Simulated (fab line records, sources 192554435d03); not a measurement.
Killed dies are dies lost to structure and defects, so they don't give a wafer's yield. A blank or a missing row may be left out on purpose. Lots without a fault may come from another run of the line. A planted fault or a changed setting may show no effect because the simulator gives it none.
Split-lot experiment | flow n5_finfet | 7 lots, 21 wafers read, on a route of 1938 steps

THE SPLIT
At N5_BEOL_M3_VIA_ETCH_34 (etches the open film in C4F6/O2, target depth 69.4 nm, time 65.9 s), the setting bias_w was moved away from the recipe's 170 W on 8 of the 21 wafers read, by -10.4% to +11.3%. The other wafers ran this setting at the recipe's value.

The reading is taken at the split's own step.

THE READING
rf_vpp_V, in V, at N5_BEOL_M3_VIA_ETCH_34 (etches the open film in C4F6/O2, target depth 69.4 nm, time 65.9 s). Fault-free wafers of this fab line usually give 672 V, standard deviation 14 V.

wafer  | tool, chamber at the split | bias_w as run, W | against the recipe | rf_vpp_V, V | against lot-mates on the recipe
L074.3 | rie_diel-01, 2             | 170              | recipe             | 662         | -
L074.5 | rie_diel-01, 3             | 170              | recipe             | 675         | -
L074.6 | rie_diel-01, 0             | 170              | recipe             | 655         | -
L081.1 | rie_diel-01, 0             | 152.4            | -10.4%             | 600         | -50
L081.2 | rie_diel-01, 1             | 170              | recipe             | 650         | -
L081.6 | rie_diel-01, 0             | 152.4            | -10.4%             | 600         | -50
L082.2 | rie_diel-04, 0             | 170              | recipe             | 664         | -
L082.3 | rie_diel-04, 2             | 170              | recipe             | 700         | -
L082.4 | rie_diel-04, 3             | 158.4            | -6.8%              | 640         | -42
L089.2 | rie_diel-01, 1             | 170              | recipe             | 647         | -
L089.4 | rie_diel-01, 3             | 170              | recipe             | 674         | -
L089.6 | rie_diel-01, 1             | 170              | recipe             | 649         | -
L092.1 | rie_diel-01, 2             | 156.5            | -7.9%              | 620         | -28
L092.3 | rie_diel-01, 1             | 170              | recipe             | 648         | -
L092.5 | rie_diel-01, 2             | 156.5            | -7.9%              | 619         | -29
L093.2 | rie_diel-01, 0             | 189.2            | +11.3%             | 712         | +39
L093.4 | rie_diel-01, 3             | 189.2            | +11.3%             | 732         | +59
L093.6 | rie_diel-01, 3             | 170              | recipe             | 673         | -
L096.1 | rie_diel-01, 2             | 170              | recipe             | 662         | -
L096.5 | rie_diel-01, 1             | 154.8            | -8.9%              | 602         | -56
L096.6 | rie_diel-01, 0             | 170              | recipe             | 654         | -

THE FIT
A straight line over all 21 wafers: rf_vpp_V changes by +5.54 V for each +1% of bias_w; r = +0.93; the points scatter about the line by 13 V.
The same after taking each lot's own level away (the mean of its wafers on the recipe; 21 wafers): +4.65 V for each +1%; r = +0.94; scatter 10 V.
On that fit, the largest move of bias_w shifts the reading by 52 V.
The lots' own levels span 648.0 to 682.0 V, that is 2.4 times the standard deviation above.
So the lot-to-lot level changes the slope: the two fits differ.
Check: with one of the wafers moved furthest among these (+11.3%) left out of the fit, the line predicts +56.6 V for it against its lot-mates. It came out at +39 V against them.
Tool readings at the split's step, against how far the setting was moved: rf_vpp_V r = +0.93.

OTHER SPLITS ON THESE WAFERS
These wafers also went through other splits before the reading. Each is held against what the fit with the lots' levels taken away leaves over:
other split on the same wafers            | wafers away from the commonest value | r with rf_vpp_V (lot level and that fit taken away)
N5_BEOL_M0_SAQP_SPACER1_ALD_98 ald_cycles | 6                                    | -0.16
N5_BEOL_M0_SAQP_ETCH_106 target_depth_a   | 10                                   | -0.29
N5_BEOL_M0_ETCH_128 source_w              | 3                                    | +0.17
N5_BEOL_M1_ETCH_64 bias_w                 | 7                                    | +0.10
N5_BEOL_M2_ETCH_64 bias_w                 | 11                                   | +0.19
N5_BEOL_M2_COAT_22 spin_rpm               | 9                                    | -0.01
N5_BEOL_M3_ILD_DEP_00 time_s              | 6                                    | +0.06

THE FILE'S OWN FIT
rf_vpp_V changes by +4.89 V for each +1% of bias_w, r = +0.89.
